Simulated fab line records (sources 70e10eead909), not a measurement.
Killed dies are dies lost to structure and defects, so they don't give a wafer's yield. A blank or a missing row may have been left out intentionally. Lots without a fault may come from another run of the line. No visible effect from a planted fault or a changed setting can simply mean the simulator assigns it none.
2 desks, one fault || flow nand_harc || what lay behind the numbers comes last; until then each desk has only its own

== DESK OF THE TOOL OWNER: pecvd_onon-03 ==
The tool's own readings at NHARC_A_ONON_D1_DEP_03 (target thk 1000 nm): means of the sampled wafers that have a number, for each lot that ran on this tool. Marked OUT: a lot whose mean sits more than 4 standard deviations from the usual mean, which makes it out of limits; the brackets give that distance.
Columns: A = susceptor_temp_C at NHARC_A_ONON_D1_DEP_03, usual 400.03 C
{"lot": "L824", "first seen here": "day 8 06:39", "A": 399.88}
{"lot": "L829", "first seen here": "day 9 06:04", "A": 399.99}
{"lot": "L839", "first seen here": "day 11 15:26", "A": 400.20}
{"lot": "L840", "first seen here": "day 12 02:08", "A": 400.10}
This desk's finding: nothing out of limits on any of the 4 lots.

== THE METROLOGY DESK ==
What the gauges read, lot by lot, whatever tool the lot ran on: means of the sampled wafers that have a number. Marked OUT: a lot whose mean sits more than 4 standard deviations from the usual mean, which makes it out of limits; the brackets give that distance.
Columns: A = thk_nm at NHARC_A_ONON_D1_THK_MEAS_05, usual 1003 nm
{"lot": "L822", "first seen here": "day 7 20:17", "A": 1001}
{"lot": "L825", "first seen here": "day 8 06:58", "A": 995}
{"lot": "L824", "first seen here": "day 8 07:07", "A": 986}
{"lot": "L826", "first seen here": "day 8 18:28", "A": 1011}
{"lot": "L829", "first seen here": "day 9 06:34", "A": 999}
{"lot": "L827", "first seen here": "day 9 12:26", "A": 1004}
{"lot": "L832", "first seen here": "day 9 15:50", "A": 996}
{"lot": "L831", "first seen here": "day 9 15:52", "A": 1011}
{"lot": "L834", "first seen here": "day 10 14:09", "A": 1011}
{"lot": "L839", "first seen here": "day 11 15:58", "A": "1372 (+46) OUT"}
{"lot": "L840", "first seen here": "day 12 02:39", "A": "1541 (+66) OUT"}
{"lot": "L844", "first seen here": "day 13 03:01", "A": 995}
This desk's verdict: out of limits on L839, L840, starting with L839 at day 11 15:58 (thk_nm at NHARC_A_ONON_D1_THK_MEAS_05). L822, L825, L824, L826, L829, L827, L832, L831, L834, L844: within limits.

== ALL TOGETHER ==
Metrology desk: alarm possible at day 11 15:58 on L839, L840.
The tool owner's desk saw nothing out of limits.
The tool owner's desk has L839, L840 on record, within its limits.
All the named lots went through NHARC_A_ONON_D1_DEP_03 on pecvd_onon-03.

== WHAT HAD BEEN PUT IN BY THE SIMULATOR ==
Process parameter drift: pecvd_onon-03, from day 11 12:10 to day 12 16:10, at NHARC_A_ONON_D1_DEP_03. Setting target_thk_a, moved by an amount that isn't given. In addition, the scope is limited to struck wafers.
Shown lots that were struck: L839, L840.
Per desk, hours elapsed from the start of the fault to the first reading out of limits: for the metrology desk, 4.
